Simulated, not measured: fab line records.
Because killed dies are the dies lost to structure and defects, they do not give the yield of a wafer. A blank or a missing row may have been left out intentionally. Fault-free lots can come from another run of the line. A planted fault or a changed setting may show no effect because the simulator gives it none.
Matching of chambers ; flow nandHarc ; 4 sister chambers for NHARC_A_STAIRCASE_TRIM_220 on rieDiel-04
The step chemistry O2, time 211.2 s. 18 wafers are shown with their chamber, then 9 later ones without.

## WAFERS, EACH WITH ITS CHAMBER
wafer;chamber;showerheadPlenumPTorr (Torr);drypumpMotorCurrentA (A);throttleValvePct (%)
L080.1;1;3.73;5.3;17.031
L080.2;3;3.45;6.5;17.054
L080.3;0;3.58;5.2;17.041
L080.4;2;3.59;5.6;17.040
L080.5;1;3.73;5.3;17.032
L080.6;0;3.58;5.2;17.037
L077.2;1;3.73;5.2;17.038
L077.3;0;3.58;5.2;17.025
L077.4;2;3.59;5.7;17.036
L086.1;2;3.58;5.6;17.033
L086.3;0;3.58;5.2;17.019
L086.4;2;3.58;5.6;17.039
L084.1;2;3.58;5.7;17.026
L084.2;1;3.72;5.3;17.034
L084.4;1;3.72;5.3;17.047
L088.4;2;3.57;5.7;17.028
L088.5;1;3.71;5.3;17.037
L088.6;0;3.56;5.3;17.045

SIGNATURES (averages over the wafers above)
reading;chamber 0;chamber 1;chamber 2;chamber 3;scatter within a chamber
showerheadPlenumPTorr;3.5760;3.7233;3.5817;3.4500;0.00818
drypumpMotorCurrentA;5.220;5.283;5.650;6.500;0.0473
throttleValvePct;17.03340;17.03650;17.03367;17.05400;0.00764
Rule: a wafer lies at a distance from a chamber equal to the root of the sum of squares, over the readings, of (its reading less the chamber's mean, divided by the reading's scatter). The wafer belongs to the nearest chamber; if the next one is less than 2 further off, it can't be placed. The scatter is the square root of a quotient: the sum, over the shown wafers, of each reading's squared deviation from its chamber's mean, divided by wafers minus chambers.

## WAFERS MISSING THEIR CHAMBER
wafer;showerheadPlenumPTorr (Torr);drypumpMotorCurrentA (A);throttleValvePct (%)
L090.1;3.56;5.2;17.051
L090.3;3.57;5.6;17.025
L090.6;3.57;5.7;17.038
L090.2;3.71;5.3;17.047
L090.4;3.43;6.4;17.014
L090.5;3.43;6.4;17.027
L094.2;3.70;5.3;17.024
L094.3;3.42;6.5;17.038
L094.4;3.56;5.7;17.048

## EACH ONE'S CHAMBER
wafer;from the rows above;in truth
L090.1;0;0
L090.3;2;2
L090.6;2;2
L090.2;1;1
L090.4;3;3
L090.5;3;3
L094.2;1;1
L094.3;3;3
L094.4;2;2
Placed correctly: 9 of 9. Number that these rows cannot place: 0. 0 placed wrongly.
